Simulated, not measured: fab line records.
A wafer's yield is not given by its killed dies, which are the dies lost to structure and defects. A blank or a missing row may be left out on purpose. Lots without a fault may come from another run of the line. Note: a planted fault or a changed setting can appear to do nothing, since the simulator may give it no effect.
fab line records	flow nandHarc
record lots=11	wafers=33	lastDay=33
route steps=1302 shown P_M0@267 P_M1@292 END@1302
lots that met no fault: taken from a fault-free run of the same line
startH: hours from the record's first day to the start of the lot's first wafer shown	waitH: hours from the lot's prior step to this one	" the same as in the row above	L1.1+2: a single row standing in for several wafers	- no value, or no start given	* or withheld: withheld	< > ~ a bound
route shown NAME@n: NAME is a module with steps in the file, n the number in the route of the first one	usual: mean/standard deviation taken from wafers without a fault	same: alike in all rows	chamber/n: place in a boat	sites: per-site readings	_std_site: standard deviation across them	_edge_site: mean of outer sites minus mean of inner sites	radiusMm: how far each site lies from the wafer's centre	mask NAME#n: copy n	behind: the last tool/chamber to shape the wafer	hold: reason for holding the lot/hours on hold/outcome of the hold	device: which transistor (n, p or np) failed to switch	end of line: the route-end tests of the same wafers	a step given without rows: its recipe and nothing more	killed: the dies lost at the first sort to structure and to defects; this is not the yield of the wafer	map: shows each die of a wafer: x if killed, . if not, _ if none is there
set.NAME: the run value of the setting; set.NAME@STEP: its run value at that earlier step	model.NAME: the simulator's own value behind a step, which no gauge read
the route's steps for a sample of lots (tables are steps, rows are wafers)
services: when a tool's chamber went out of use (startH, in hours from the record's first day, below 0 if earlier), for how many hours, and the reason
## steps
# step NHARC_P_M0_ETCH_34
# recipe targetDepthA=400	overetchA=120	timeS=43.94	ionEnergyEv=200	n2FlowSccm=150	h2FlowSccm=150	arFlowSccm=0	rfW=400	biasW=150	chemistry=N2/H2
# usual drypumpMotorCurrentA=5.8/0.56	h2FlowSccm=150.0/0.48	oesProductAu=1.001/0.0072	rfVppV=431.4/2.4	showerheadPlenumPTorr=2.07/0.081	throttleValvePct=14.171/0.0088
# same timeS=43.94
lot.wafer	tool	chamber	startH	waitH	drypumpMotorCurrentA	h2FlowSccm	oesProductAu	rfHoursCounterH	rfVppV	showerheadPlenumPTorr	throttleValvePct
L749.4	rieDiel-04	3	118.80	0.1	5.3	150.4	1.014	30	433.7	2.13	14.182
L749.3	"	1	"	"	4.8	150.3	0.997	33	428.7	1.97	14.178
L749.6	"	3	"	"	5.3	150.4	1.015	-	433.1	2.13	14.176
L750.4	rieDiel-09	1	136.65	0.1	6.5	149.4	0.998	24	429.6	2.01	14.170
L750.3	"	3	"	"	5.4	151.0	1.000	31	433.5	2.14	14.169
L750.5	"	2	"	"	5.1	150.2	1.000	-	429.1	2.02	14.161
L753.2	rieDiel-09	0	163.73	0.1	6.3	150.1	1.000	1	433.5	2.14	14.177
L753.4	"	1	"	"	6.6	149.8	0.995	1	431.2	2.01	14.167
L753.6	"	0	"	"	6.4	149.2	1.015	-	433.8	2.14	14.169
L755.1	rieDiel-09	2	180.38	0.1	5.1	150.2	1.010	5	429.9	2.02	14.184
L755.4	"	3	"	"	5.4	149.8	1.004	4	432.1	2.13	14.177
L755.5	"	1	"	"	6.5	150.1	1.004	-	429.1	2.01	14.173
L756.4	rieDiel-08	1	190.88	0.1	6.0	150.1	0.982	55	428.0	1.90	14.176
L756.2	"	2	"	"	5.5	148.9	0.992	58	427.4	1.98	14.161
L756.1	"	3	"	"	5.7	149.8	1.001	63	430.0	2.02	14.154
L758.1	rieDiel-09	1	216.85	0.1	6.6	150.0	1.000	11	430.0	2.00	14.166
L758.4	"	2	"	"	5.1	150.2	1.008	12	430.7	2.02	14.167
L758.6	"	3	"	"	5.4	149.6	0.995	-	434.9	2.13	14.169
L759.1	rieDiel-09	0	218.65	0.1	6.4	150.6	1.001	10	435.9	2.13	14.164
L759.6	"	2	"	"	5.1	150.6	0.998	-	430.3	2.02	14.174
L759.5	"	3	"	"	5.4	150.1	0.998	-	434.6	2.13	14.182
L760.3	rieDiel-09	1	231.37	0.1	6.5	149.9	0.996	13	430.4	2.00	14.175
L760.1	"	2	"	"	5.1	150.3	0.999	14	430.0	2.02	14.179
L760.5	"	2	"	"	5.1	150.4	1.001	-	429.2	2.02	14.181
L765.1	rieDiel-09	1	281.02	0.1	6.6	149.2	1.005	24	428.0	2.00	14.187
L765.2	"	0	"	"	6.4	150.3	1.008	24	431.4	2.13	14.167
L765.6	"	2	"	"	5.1	149.4	0.996	-	429.6	2.01	14.170
L771.2	rieDiel-09	2	340.21	0.1	5.1	150.4	0.999	3	431.0	2.01	14.169
L771.5	"	0	"	"	6.4	150.3	1.011	-	432.4	2.13	14.166
L771.6	"	1	"	"	6.6	149.6	1.006	-	430.4	2.00	14.168
L772.1	rieDiel-09	3	349.78	0.1	5.4	150.5	1.004	5	431.9	2.12	14.179
L772.2	"	0	"	"	6.4	150.7	0.995	4	432.5	2.12	14.178
L772.5	"	3	"	"	5.4	150.5	1.006	-	432.5	2.12	14.177
# step NHARC_P_M0_STRIP_18
# recipe powerW=1000	n2FlowSccm=150	h2FlowSccm=150	arFlowSccm=0	biasW=0	chemistry=N2/H2
# usual drypumpMotorCurrentA=5.7/0.59	h2FlowSccm=150.0/0.43	oesProductAu=0.999/0.0064	rfVppV=90.9/0.97	showerheadPlenumPTorr=2.06/0.075	throttleValvePct=14.171/0.009
lot.wafer	tool	chamber	startH	waitH	drypumpMotorCurrentA	h2FlowSccm	oesProductAu	rfHoursCounterH	rfVppV	showerheadPlenumPTorr	throttleValvePct
L749.3	rieDiel-04	2	119.13	0.1	5.8	148.8	0.998	25	91.6	2.21	14.172
L749.4	"	3	"	"	5.3	149.8	1.002	30	92.9	2.13	14.164
L749.6	"	0	"	"	5.8	149.7	0.993	-	91.6	2.07	14.156
L750.4	rieDiel-09	3	136.93	0.1	5.4	150.0	0.996	31	92.3	2.13	14.168
L750.3	"	1	"	"	6.5	149.7	0.996	24	90.3	2.01	14.181
L750.5	"	0	"	"	6.4	149.9	1.004	-	91.2	2.14	14.176
L753.4	rieDiel-09	1	164.07	0.1	6.5	150.4	1.008	1	89.9	2.01	14.167
L753.2	"	2	"	"	5.1	149.5	1.000	1	91.6	2.02	14.179
L753.6	"	3	"	"	5.5	149.4	1.006	-	90.9	2.13	14.168
L755.4	rieDiel-09	2	180.68	0.1	5.1	150.1	1.000	5	90.7	2.02	14.180
L755.1	"	3	"	"	5.4	149.9	0.994	4	92.3	2.13	14.177
L755.5	"	1	"	"	6.6	149.7	0.995	-	90.9	2.01	14.158
L756.4	rieDiel-04	0	191.19	0.1	5.8	150.3	0.993	0	90.8	2.06	14.162
L756.1	"	2	"	"	5.8	150.3	0.998	0	91.8	2.20	14.183
L756.2	"	3	"	"	5.3	149.9	0.994	0	91.7	2.13	14.162
L758.1	rieDiel-09	2	217.16	0.1	5.1	149.1	1.003	12	91.7	2.02	14.164
L758.4	"	3	"	"	5.4	149.5	0.989	10	92.2	2.13	14.159
L758.6	"	1	"	"	6.6	149.8	0.996	-	90.1	2.00	14.174
L759.1	rieDiel-09	0	218.92	0.1	6.3	148.9	0.986	10	91.7	2.13	14.175
L759.6	"	0	"	"	6.3	150.0	1.000	-	92.4	2.13	14.177
L759.5	"	1	"	"	6.5	149.4	0.992	-	90.3	2.00	14.170
L760.1	rieDiel-09	0	231.68	0.1	6.4	150.0	1.013	13	92.2	2.13	14.161
L760.3	"	2	"	"	5.1	151.0	0.999	14	90.9	2.02	14.165
L760.5	"	0	"	"	6.4	149.8	0.995	-	92.1	2.13	14.167
L765.2	rieDiel-09	2	281.34	0.1	5.1	150.2	0.983	27	89.7	2.01	14.180
L765.1	"	3	"	"	5.5	149.7	1.002	25	92.1	2.13	14.169
L765.6	"	2	"	"	5.1	150.0	1.000	-	90.4	2.01	14.167
L771.2	rieDiel-04	1	340.49	0.1	4.8	150.7	1.005	40	90.9	1.95	14.188
L771.5	"	1	"	"	4.8	150.9	1.007	-	89.4	1.95	14.178
L771.6	"	2	"	"	5.8	149.5	1.001	-	92.7	2.18	14.175
L772.1	rieDiel-09	1	350.06	0.1	6.6	150.3	0.998	4	91.0	2.00	14.164
L772.2	"	3	"	"	5.5	150.6	0.999	5	91.9	2.12	14.153
L772.5	"	1	"	"	6.5	149.6	1.010	-	90.9	2.00	14.184
# step NHARC_P_M0_DEP_32
# recipe targetThkA=300	tempC=370	targetThkNm=30	pressureTorr=3	flowSccm=200	rfW=450	material=SiCN
# usual chamberPressureTorr=3.000/0.0061	heaterPowerW=533/52
lot.wafer	tool	chamber	startH	waitH	chamberPressureTorr	heaterPowerW
L749.3	pecvd-01	0	121.72	0.1	3.005	508
L749.6	"	1	"	"	2.993	464
L749.4	"	0	"	"	3.006	530
L750.3	pecvd-04	2	139.26	0.1	3.004	530
L750.4	"	1	"	"	2.997	574
L750.5	"	2	"	"	2.994	526
L753.2	pecvd-03	0	166.73	0.1	3.002	638
L753.6	"	1	"	"	2.997	533
L753.4	"	0	"	"	3.007	638
L755.1	pecvd-04	0	182.98	0.1	2.991	481
L755.5	"	1	"	"	2.992	522
L755.4	"	2	"	"	3.002	477
L756.2	pecvd-04	2	193.45	0.1	3.006	443
L756.1	"	0	"	"	2.998	502
L756.4	"	2	"	"	3.010	445
L758.1	pecvd-04	2	219.47	0.1	2.996	541
L758.4	"	0	"	"	2.998	501
L758.6	"	2	"	"	2.999	543
L759.1	pecvd-01	2	221.25	0.1	3.002	549
L759.6	"	0	"	"	2.993	485
L759.5	"	1	"	"	3.002	538
L760.3	pecvd-01	1	233.90	0.1	2.993	550
L760.1	"	0	"	"	2.998	529
L760.5	"	0	"	"	3.001	539
L765.1	pecvd-04	1	283.60	0.1	2.998	556
L765.2	"	2	"	"	2.999	519
L765.6	"	2	"	"	3.007	508
L771.2	pecvd-01	2	343.09	0.1	2.993	527
L771.6	"	2	"	"	3.008	532
L771.5	"	0	"	"	3.002	523
L772.1	pecvd-03	0	352.36	0.1	2.998	604
L772.2	"	1	"	"	2.992	545
L772.5	"	1	"	"	3.005	562
# step NHARC_P_M1_EXPOSE_06
# recipe na=1.35	targetCdNm=130	doseMj=81.88	maskId=P_M1
# usual exposureDoseMJCm2=81.89/0.093
lot.wafer	tool	chamber	startH	waitH	mask	exposureDoseMJCm2
L749.3	arfiScanner-02	0	122.75	-	P_M1#0	81.92
L749.4	"	0	"	"	P_M1#0	81.90
L749.6	"	0	"	"	P_M1#0	82.03
L750.3	arfiScanner-01	0	140.27	-	P_M1#0	81.89
L750.4	"	0	"	"	P_M1#0	81.81
L750.5	"	0	"	"	P_M1#0	81.90
L753.2	arfiScanner-03	0	167.75	-	P_M1#0	81.91
L753.4	"	0	"	"	P_M1#0	81.92
L753.6	"	0	"	"	P_M1#0	81.93
L755.1	arfiScanner-01	0	184.00	-	P_M1#0	81.86
L755.4	"	0	"	"	P_M1#0	82.01
L755.5	"	0	"	"	P_M1#0	81.98
L756.1	arfiScanner-01	0	194.41	-	P_M1#0	82.11
L756.2	"	0	"	"	P_M1#0	82.03
L756.4	"	0	"	"	P_M1#0	81.82
L758.1	arfiScanner-03	0	220.49	-	P_M1#0	82.05
L758.4	"	0	"	"	P_M1#0	81.96
L758.6	"	0	"	"	P_M1#0	82.07
L759.1	arfiScanner-02	0	222.27	-	P_M1#0	81.87
L759.5	"	0	"	"	P_M1#0	81.92
L759.6	"	0	"	"	P_M1#0	81.86
L760.1	arfiScanner-03	0	235.00	-	P_M1#0	81.94
L760.3	"	0	"	"	P_M1#0	81.93
L760.5	"	0	"	"	P_M1#0	81.97
L765.1	arfiScanner-01	0	284.54	-	P_M1#0	81.82
L765.2	"	0	"	"	P_M1#0	81.82
L765.6	"	0	"	"	P_M1#0	81.67
L771.2	arfiScanner-03	0	344.07	-	P_M1#0	80.69
L771.5	"	0	"	"	P_M1#0	80.74
L771.6	"	0	"	"	P_M1#0	80.70
L772.1	arfiScanner-02	0	353.42	-	P_M1#0	81.77
L772.2	"	0	"	"	P_M1#0	81.69
L772.5	"	0	"	"	P_M1#0	81.69
# step NHARC_P_M1_CD_MEAS_09
# recipe targetCdNm=130	landingEnergyEv=500
# usual cdNm=130.1/0.53
# same landingEnergyEv=500
lot.wafer	tool	chamber	startH	waitH	cdNm
L749.3	cdSem-03	0	122.89	-	130.1
L749.4	"	0	"	"	129.7
L749.6	"	0	"	"	129.5
L750.3	cdSem-01	0	140.41	-	131.5
L750.4	"	0	"	"	130.9
L750.5	"	0	"	"	131.4
L753.2	cdSem-03	0	167.89	-	130.0
L753.4	"	0	"	"	130.4
L753.6	"	0	"	"	130.5
L755.1	cdSem-03	0	184.14	-	130.5
L755.4	"	0	"	"	130.0
L755.5	"	0	"	"	130.6
L756.1	cdSem-03	0	194.55	-	130.2
L756.2	"	0	"	"	131.2
L756.4	"	0	"	"	130.8
L758.1	cdSem-03	0	220.63	-	130.4
L758.4	"	0	"	"	130.6
L758.6	"	0	"	"	130.0
L759.1	cdSem-02	0	222.41	-	130.5
L759.5	"	0	"	"	130.7
L759.6	"	0	"	"	130.9
L760.1	cdSem-01	0	235.14	-	130.2
L760.3	"	0	"	"	129.8
L760.5	"	0	"	"	130.3
L765.1	cdSem-03	0	284.68	-	129.8
L765.2	"	0	"	"	129.7
L765.6	"	0	"	"	130.4
L771.2	cdSem-01	0	344.21	-	133.4
L771.5	"	0	"	"	132.4
L771.6	"	0	"	"	131.6
L772.1	cdSem-02	0	353.56	-	129.9
L772.2	"	0	"	"	130.1
L772.5	"	0	"	"	130.1
# step NHARC_END_SORT_01
# recipe tempC=25
# usual defectLimitedYield=90.3/3	killedAtArray=60/21	killedAtOther=1.0/1.2	killedAtPeriphery=4.2/2.8	killedDies=65/20	killedOpen=3.1/1.8	killedShort=2.6/1.6
# same grossDies=677
lot.wafer	tool	chamber	startH	waitH	defectLimitedYield[%]	killedAtArray	killedAtOther	killedAtPeriphery	killedDies	killedOpen	killedShort
L749.3	prober-02	0	555.84	3.1	84.8	99	0	4	103	6	2
L749.4	prober-02	0	556.65	3.4	84.8	101	0	2	103	3	5
L749.6	prober-02	0	558.27	4.0	87.6	81	0	3	84	3	3
L750.3	prober-01	0	571.84	3.1	86.6	85	1	5	91	3	4
L750.4	prober-01	0	572.63	3.3	87.9	79	0	3	82	2	2
L750.5	prober-01	0	573.41	3.6	89.2	71	1	1	73	2	2
L753.2	prober-02	0	593.43	2.8	86.7	78	3	9	90	2	6
L753.4	prober-02	0	595.06	3.4	88.0	75	1	5	81	1	4
L753.6	prober-02	0	596.69	4.1	91.1	54	2	4	60	0	1
L755.1	prober-01	0	609.98	2.5	93.4	38	4	3	45	5	1
L755.4	prober-01	0	612.40	3.4	92.5	48	3	0	51	3	2
L755.5	prober-01	0	613.21	3.7	92.2	48	1	4	53	3	4
L756.1	prober-02	0	623.16	2.5	86.3	88	1	4	93	5	3
L756.2	prober-02	0	623.96	2.8	85.4	96	0	3	99	5	4
L756.4	prober-02	0	625.55	3.4	86.0	93	1	1	95	1	4
L759.1	prober-02	0	648.58	2.5	92.5	46	1	4	51	1	2
L759.5	prober-02	0	651.81	3.7	90.4	62	1	2	65	3	5
L759.6	prober-02	0	652.62	4.0	90.3	62	2	2	66	5	2
L758.1	prober-01	0	648.58	2.5	92.0	51	0	3	54	0	3
L758.4	prober-01	0	651.01	3.4	90.8	56	2	4	62	4	3
L758.6	prober-01	0	652.62	4.0	92.3	48	0	4	52	2	4
L760.1	prober-02	0	662.71	2.5	93.2	38	1	7	46	3	5
L760.3	prober-02	0	664.29	3.1	92.9	35	4	9	48	5	0
L760.5	prober-02	0	665.87	3.7	92.2	41	1	11	53	3	5
L765.1	prober-02	0	735.54	2.5	87.0	80	0	8	88	4	2
L765.2	prober-02	0	736.34	2.8	87.6	80	0	4	84	2	4
L765.6	prober-02	0	739.56	4.0	85.7	91	0	6	97	3	4
L771.2	prober-02	0	773.51	2.8	89.8	66	1	2	69	2	5
L771.5	prober-02	0	775.93	3.7	92.8	47	1	1	49	3	2
L771.6	prober-02	0	776.73	4.0	88.9	68	1	6	75	5	4
L772.1	prober-01	0	786.64	2.5	94.1	38	0	2	40	1	3
L772.2	prober-01	0	787.44	2.8	91.7	54	0	2	56	1	1
L772.5	prober-01	0	789.82	3.7	92.2	46	1	6	53	2	1
# killed by level:class
L749.3 A_CHANNEL_HOLE_D2:chamberFilmFlake=37 A_CHANNEL_HOLE_D1:chamberFilmFlake=31 A_SLIT:chamberFilmFlake=13 A_CONTACT:chamberFilmFlake=5 A_ZERO_WELL:chamberFilmFlake=3 A_CHANNEL_FILL_D1:chamberFilmFlake=2 A_WL_FILL:chamberFilmFlake=2 P_CONTACT:geometricParticle:open=1
L749.4 A_CHANNEL_HOLE_D2:chamberFilmFlake=33 A_CHANNEL_HOLE_D1:chamberFilmFlake=27 A_SLIT:chamberFilmFlake=25 A_CONTACT:chamberFilmFlake=6 A_ONON_D2:geometricParticle:short=2 A_CHANNEL_FILL_D1:chamberFilmFlake=2 P_GATE:geometricParticle:short=1 P_M0:geometricParticle:open=1
L749.6 A_CHANNEL_HOLE_D1:chamberFilmFlake=27 A_CHANNEL_HOLE_D2:chamberFilmFlake=23 A_SLIT:chamberFilmFlake=14 A_CONTACT:chamberFilmFlake=6 A_CHANNEL_FILL_D1:chamberFilmFlake=3 P_GATE:chamberFilmFlake=2 A_ONON_D1:geometricParticle:open=1 A_ONON_D1:geometricParticle:short=1
L750.3 A_CHANNEL_HOLE_D1:chamberFilmFlake=39 A_SLIT:chamberFilmFlake=27 A_STAIRCASE:chamberFilmFlake=5 A_CHANNEL_HOLE_D2:chamberFilmFlake=4 A_ONON_D2:geometricParticle:short=2 P_GATE:chamberFilmFlake=2 P_BONDPAD:chamberFilmFlake=2 A_WL_FILL:chamberFilmFlake=2
L750.4 A_CHANNEL_HOLE_D1:chamberFilmFlake=35 A_SLIT:chamberFilmFlake=19 A_CHANNEL_HOLE_D2:chamberFilmFlake=12 A_CONTACT:chamberFilmFlake=8 P_GATE:chamberFilmFlake=2 P_M1:geometricParticle:short=1 A_SOURCE_PLATE:geometricParticle:short=1 A_ONON_D2:geometricParticle:open=1
L750.5 A_CHANNEL_HOLE_D1:chamberFilmFlake=31 A_SLIT:chamberFilmFlake=13 A_CHANNEL_HOLE_D2:chamberFilmFlake=10 A_ZERO_WELL:chamberFilmFlake=5 A_CONTACT:chamberFilmFlake=5 A_STAIRCASE:chamberFilmFlake=3 A_CHANNEL_FILL_D1:geometricParticle:short=1 A_ONON_D2:geometricParticle:open=1
L753.2 A_CHANNEL_HOLE_D2:chamberFilmFlake=33 A_CHANNEL_HOLE_D1:chamberFilmFlake=33 P_GATE:chamberFilmFlake=7 A_CONTACT:chamberFilmFlake=5 THIN_TSV:chamberFilmFlake=3 P_GATE:geometricParticle:open=1 P_GATE:geometricParticle:short=1 A_SOURCE_PLATE:geometricParticle:short=1
L753.4 A_CHANNEL_HOLE_D2:chamberFilmFlake=33 A_CHANNEL_HOLE_D1:chamberFilmFlake=30 A_CONTACT:chamberFilmFlake=6 P_GATE:chamberFilmFlake=4 P_M0:geometricParticle:short=1 A_CHANNEL_HOLE_D1:geometricParticle:short=1 A_CHANNEL_HOLE_D2:geometricParticle:short=1 A_CHANNEL_FILL_D2:geometricParticle:open=1
L753.6 A_CHANNEL_HOLE_D1:chamberFilmFlake=24 A_CHANNEL_HOLE_D2:chamberFilmFlake=22 A_CONTACT:chamberFilmFlake=5 P_GATE:chamberFilmFlake=4 THIN_TSV:chamberFilmFlake=2 A_CHANNEL_FILL_D1:geometricParticle:short=1 A_STAIRCASE:chamberFilmFlake=1 A_WL_FILL:chamberFilmFlake=1
L755.1 A_SLIT:chamberFilmFlake=18 A_CHANNEL_HOLE_D2:chamberFilmFlake=10 THIN_TSV:chamberFilmFlake=4 P_CONTACT:geometricParticle:open=2 A_STAIRCASE:chamberFilmFlake=2 A_M1:chamberFilmFlake=2 P_GATE:geometricParticle:open=1 A_DECK1_JOINT:geometricParticle:open=1
L755.4 A_SLIT:chamberFilmFlake=26 A_CHANNEL_HOLE_D2:chamberFilmFlake=7 A_CONTACT:chamberFilmFlake=4 THIN_TSV:chamberFilmFlake=3 A_CHANNEL_FILL_D1:chamberFilmFlake=2 A_STAIRCASE:chamberFilmFlake=2 A_DECK1_JOINT:geometricParticle:short=1 A_CHANNEL_FILL_D2:geometricParticle:short=1
L755.5 A_SLIT:chamberFilmFlake=22 A_CHANNEL_HOLE_D2:chamberFilmFlake=6 A_STAIRCASE:chamberFilmFlake=6 A_CONTACT:chamberFilmFlake=3 P_ZERO_WELL:chamberFilmFlake=2 A_CHANNEL_FILL_D1:chamberFilmFlake=2 A_M1:chamberFilmFlake=2 P_M0:geometricParticle:short=1
L756.1 A_CHANNEL_HOLE_D2:chamberFilmFlake=30 A_CHANNEL_HOLE_D1:chamberFilmFlake=28 A_SLIT:chamberFilmFlake=15 A_STAIRCASE:chamberFilmFlake=4 A_CONTACT:chamberFilmFlake=4 A_CHANNEL_FILL_D2:geometricParticle:open=2 P_ZERO_WELL:chamberFilmFlake=2 P_M0:geometricParticle:open=1
L756.2 A_CHANNEL_HOLE_D1:chamberFilmFlake=29 A_SLIT:chamberFilmFlake=27 A_CHANNEL_HOLE_D2:chamberFilmFlake=25 P_ZERO_WELL:chamberFilmFlake=2 A_STAIRCASE:chamberFilmFlake=2 A_CONTACT:chamberFilmFlake=2 A_SOURCE_PLATE:geometricParticle:open=1 A_SOURCE_PLATE:geometricParticle:short=1
L756.4 A_CHANNEL_HOLE_D1:chamberFilmFlake=33 A_CHANNEL_HOLE_D2:chamberFilmFlake=32 A_SLIT:chamberFilmFlake=15 A_CONTACT:chamberFilmFlake=3 A_M0:chamberFilmFlake=3 A_WL_FILL:chamberFilmFlake=2 A_SOURCE_PLATE:geometricParticle:short=1 A_SOURCE_PLATE:geometricParticle:open=1
L759.1 A_SLIT:chamberFilmFlake=27 A_CHANNEL_HOLE_D2:chamberFilmFlake=6 A_CHANNEL_HOLE_D1:chamberFilmFlake=5 A_CONTACT:chamberFilmFlake=4 A_CHANNEL_FILL_D2:chamberFilmFlake=2 P_M0:geometricParticle:short=1 A_SOURCE_PLATE:geometricParticle:short=1 A_CHANNEL_FILL_D1:geometricParticle:open=1
L758.1 A_CHANNEL_HOLE_D1:chamberFilmFlake=38 A_SGD_CUT:chamberFilmFlake=4 A_CHANNEL_HOLE_D2:unspecified=3 P_CONTACT:chamberFilmFlake=2 P_M0:geometricParticle:short=1 A_CHANNEL_HOLE_D1:geometricParticle:short=1 A_CHANNEL_FILL_D2:geometricParticle:short=1 A_ZERO_WELL:chamberFilmFlake=1
L758.4 A_CHANNEL_HOLE_D1:chamberFilmFlake=37 A_CHANNEL_HOLE_D2:chamberFilmFlake=3 A_SGD_CUT:chamberFilmFlake=3 A_CONTACT:chamberFilmFlake=3 THIN_TSV:chamberFilmFlake=2 P_CONTACT:geometricParticle:open=1 P_M0:geometricParticle:open=1 A_CHANNEL_HOLE_D1:geometricParticle:short=1
L759.5 A_CHANNEL_HOLE_D2:chamberFilmFlake=19 A_SLIT:chamberFilmFlake=14 A_CHANNEL_HOLE_D1:chamberFilmFlake=7 A_STAIRCASE:chamberFilmFlake=7 A_CHANNEL_FILL_D2:chamberFilmFlake=5 A_CONTACT:chamberFilmFlake=3 A_WL_FILL:geometricParticle:short=2 P_GATE:geometricParticle:short=1
L758.6 A_CHANNEL_HOLE_D1:chamberFilmFlake=32 A_STAIRCASE:chamberFilmFlake=3 A_SGD_CUT:chamberFilmFlake=3 P_M0:geometricParticle:open=2 A_WL_FILL:geometricParticle:short=2 P_CONTACT:chamberFilmFlake=2 A_ONON_D1:geometricParticle:short=1 A_CONTACT:geometricParticle:short=1
L759.6 A_SLIT:chamberFilmFlake=37 A_CHANNEL_HOLE_D2:chamberFilmFlake=7 A_CONTACT:chamberFilmFlake=5 A_STAIRCASE:chamberFilmFlake=3 P_M0:geometricParticle:open=2 A_DECK1_JOINT:chamberFilmFlake=2 A_CHANNEL_FILL_D2:chamberFilmFlake=2 THIN_TSV:chamberFilmFlake=2
L760.1 A_SLIT:chamberFilmFlake=12 A_CHANNEL_HOLE_D1:chamberFilmFlake=10 A_STAIRCASE:chamberFilmFlake=5 A_DECK1_JOINT:geometricParticle:short=2 A_WL_FILL:geometricParticle:short=2 P_BONDPAD:chamberFilmFlake=2 A_CONTACT:chamberFilmFlake=2 P_ZERO_WELL:geometricParticle:short=1
L760.3 A_SLIT:chamberFilmFlake=16 A_CHANNEL_HOLE_D1:chamberFilmFlake=6 A_STAIRCASE:chamberFilmFlake=5 P_BONDPAD:chamberFilmFlake=3 THIN_TSV:chamberFilmFlake=3 P_CONTACT:geometricParticle:open=2 P_ZERO_WELL:chamberFilmFlake=2 A_CONTACT:chamberFilmFlake=2
L760.5 A_SLIT:chamberFilmFlake=17 A_CHANNEL_HOLE_D1:chamberFilmFlake=8 A_STAIRCASE:chamberFilmFlake=4 A_CONTACT:chamberFilmFlake=4 P_CONTACT:geometricParticle:short=3 P_GATE:chamberFilmFlake=2 A_ZERO_WELL:chamberFilmFlake=2 A_CHANNEL_FILL_D2:chamberFilmFlake=2
L765.1 A_SLIT:chamberFilmFlake=34 A_CHANNEL_HOLE_D1:chamberFilmFlake=22 A_CHANNEL_HOLE_D2:chamberFilmFlake=11 A_CONTACT:chamberFilmFlake=7 P_STI:chamberFilmFlake=4 P_CONTACT:geometricParticle:short=1 P_CONTACT:geometricParticle:open=1 P_M1:geometricParticle:open=1
L765.2 A_CHANNEL_HOLE_D1:chamberFilmFlake=27 A_CHANNEL_HOLE_D2:chamberFilmFlake=21 A_SLIT:chamberFilmFlake=19 A_CONTACT:chamberFilmFlake=5 A_STAIRCASE:chamberFilmFlake=3 P_CONTACT:geometricParticle:short=2 A_ONON_D2:geometricParticle:short=1 A_CHANNEL_FILL_D2:geometricParticle:open=1
L765.6 A_CHANNEL_HOLE_D1:chamberFilmFlake=37 A_SLIT:chamberFilmFlake=29 A_CHANNEL_HOLE_D2:chamberFilmFlake=12 A_CONTACT:chamberFilmFlake=7 P_ZERO_WELL:chamberFilmFlake=3 A_ONON_D2:geometricParticle:short=2 P_M1:chamberFilmFlake=2 P_M0:geometricParticle:open=1
L771.2 A_CHANNEL_HOLE_D2:chamberFilmFlake=34 A_SLIT:chamberFilmFlake=15 A_CONTACT:chamberFilmFlake=8 A_CHANNEL_HOLE_D1:chamberFilmFlake=2 P_M0:geometricParticle:short=1 A_ONON_D1:geometricParticle:short=1 A_ONON_D2:geometricParticle:short=1 A_STAIRCASE:geometricParticle:short=1
L771.5 A_CHANNEL_HOLE_D1:chamberFilmFlake=12 A_SLIT:chamberFilmFlake=12 A_CONTACT:chamberFilmFlake=8 A_CHANNEL_HOLE_D2:chamberFilmFlake=8 A_ONON_D1:geometricParticle:open=2 A_CHANNEL_FILL_D2:geometricParticle:short=1 A_CONTACT:geometricParticle:short=1 A_M1:geometricParticle:open=1
L771.6 A_CHANNEL_HOLE_D2:chamberFilmFlake=30 A_SLIT:chamberFilmFlake=16 A_CHANNEL_HOLE_D1:chamberFilmFlake=8 A_CONTACT:chamberFilmFlake=7 A_DECK1_JOINT:geometricParticle:short=3 P_GATE:chamberFilmFlake=3 P_GATE:geometricParticle:open=2 P_M0:geometricParticle:open=1
L772.1 A_SLIT:chamberFilmFlake=18 A_CONTACT:chamberFilmFlake=10 A_CHANNEL_FILL_D2:geometricParticle:short=2 P_M1:chamberFilmFlake=2 A_CHANNEL_HOLE_D1:chamberFilmFlake=2 A_WL_FILL:chamberFilmFlake=2 A_CHANNEL_FILL_D1:geometricParticle:short=1 A_SGD_CUT:geometricParticle:open=1
L772.2 A_SLIT:chamberFilmFlake=38 A_CONTACT:chamberFilmFlake=8 A_CHANNEL_HOLE_D2:chamberFilmFlake=2 A_DECK1_JOINT:geometricParticle:short=1 A_M0:geometricParticle:open=1 P_ZERO_WELL:chamberFilmFlake=1 P_M1:chamberFilmFlake=1 A_CHANNEL_HOLE_D1:chamberFilmFlake=1
L772.5 A_SLIT:chamberFilmFlake=35 A_CONTACT:chamberFilmFlake=8 P_M1:chamberFilmFlake=3 P_M0:geometricParticle:open=2 A_SOURCE_PLATE:geometricParticle:short=1 P_ZERO_WELL:chamberFilmFlake=1 A_CHANNEL_HOLE_D2:chamberFilmFlake=1 A_STAIRCASE:chamberFilmFlake=1
## services
tool	chamber	startH	hours	kind
rieDiel-04	3	95.78	7.0	repair
rieDiel-04	1	106.34	1.8	repair
rieDiel-09	1	108.46	7.6	repair
pecvd-01	-	130.05	13.0	pm
pecvd-04	-	136.37	0.5	repair
rieDiel-09	3	141.87	18.9	repair
rieDiel-09	-	143.34	9.0	pm
pecvd-01	1	144.67	20.0	repair
rieDiel-04	0	155.86	3.0	repair
rieDiel-04	-	172.76	2.1	repair
arfiScanner-01	-	174.90	3.8	repair
rieDiel-04	-	179.20	9.0	pm
arfiScanner-03	-	196.00	4.0	pm
arfiScanner-01	-	227.99	0.3	repair
arfiScanner-01	-	252.00	4.0	pm
arfiScanner-03	-	265.46	19.8	repair
pecvd-04	-	269.14	13.0	pm
arfiScanner-01	-	271.73	0.5	repair
pecvd-04	-	287.53	0.9	repair
rieDiel-04	1	290.02	16.2	repair
arfiScanner-03	-	299.49	0.3	repair
pecvd-01	-	311.07	13.0	pm
rieDiel-09	-	320.34	9.0	pm
rieDiel-09	3	352.04	4.1	repair
## key
firstSign step=NHARC_P_M1_EXPOSE_06	reading=exposureDoseMJCm2	direction=down	sigmas=13	usual=81.89	struck=80.71
effect step=NHARC_P_M1_CD_MEAS_09	reading=cdNm	direction=up	sigmas=4.3	usual=130.1	struck=132.4	through=controlLoop
metAt NHARC_P_M1_EXPOSE_06
struckLots L771
loopTrim step=NHARC_P_M1_EXPOSE_06	setting=dose	lots=L771
notActingAt NHARC_P_M0_ETCH_34,NHARC_P_M0_STRIP_18,NHARC_P_M0_DEP_32
onsetBetween 235.00 344.07
fault kind=processParameterDrift	tool=arfiScanner-03	chamber=-	onsetH=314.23	steps=NHARC_P_M1_EXPOSE_06	channel=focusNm	offset=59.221	spreadByWafer=0.3	shape=step
# loopTrim: a control loop set the setting to another value than it would have without faults
